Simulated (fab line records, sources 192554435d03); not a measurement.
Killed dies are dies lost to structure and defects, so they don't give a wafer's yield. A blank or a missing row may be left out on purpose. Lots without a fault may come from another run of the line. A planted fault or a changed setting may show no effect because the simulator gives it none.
Chamber matching | flow n5_finfet | N5_BEOL_M1_CO_CAP_55 on cvd_co-02: 3 sister chambers
The step material Co, precursor CCTBA/H2, target thk 2 nm, time 102.1 s. 6 wafers are shown with their chamber, then 12 later ones without.

WAFERS WITH THEIR CHAMBER
wafer  | chamber | heater_power_w (W)
L084.5 | 1       | 215
L087.2 | 2       | 193
L087.6 | 0       | 258
L086.1 | 0       | 258
L086.3 | 2       | 187
L086.5 | 1       | 227

WAFERS WITHOUT THEIR CHAMBER
wafer  | heater_power_w (W)
L091.2 | 220
L091.5 | 198
L091.6 | 257
L092.3 | 260
L092.5 | 223
L092.6 | 194
L094.3 | 226
L094.5 | 194
L094.6 | 264
L097.3 | 191
L097.4 | 192
L097.5 | 217

WHICH CHAMBER EACH WENT THROUGH
wafer  | from the rows above | in truth
L091.2 | 1                   | 1
L091.5 | 2                   | 2
L091.6 | 0                   | 0
L092.3 | 0                   | 0
L092.5 | 1                   | 1
L092.6 | 2                   | 2
L094.3 | 1                   | 1
L094.5 | 2                   | 2
L094.6 | 0                   | 0
L097.3 | 2                   | 2
L097.4 | 2                   | 2
L097.5 | 1                   | 1
Placed correctly: 12 of 12. Can't be placed from these rows: 0. Placed wrongly: 0.
How it was worked out, from the rows above alone: a wafer's distance from a chamber is the root of the sum, over the readings, of the square of ((its reading less the chamber's mean) divided by the reading's scatter). The wafer belongs to the nearest chamber; if the next one is less than 2 further off, it can't be placed. A chamber's mean is the mean of its shown wafers. The scatter: the root of (the sum of the squares of (reading less its chamber's mean) over the shown wafers, divided by (wafers less chambers)).
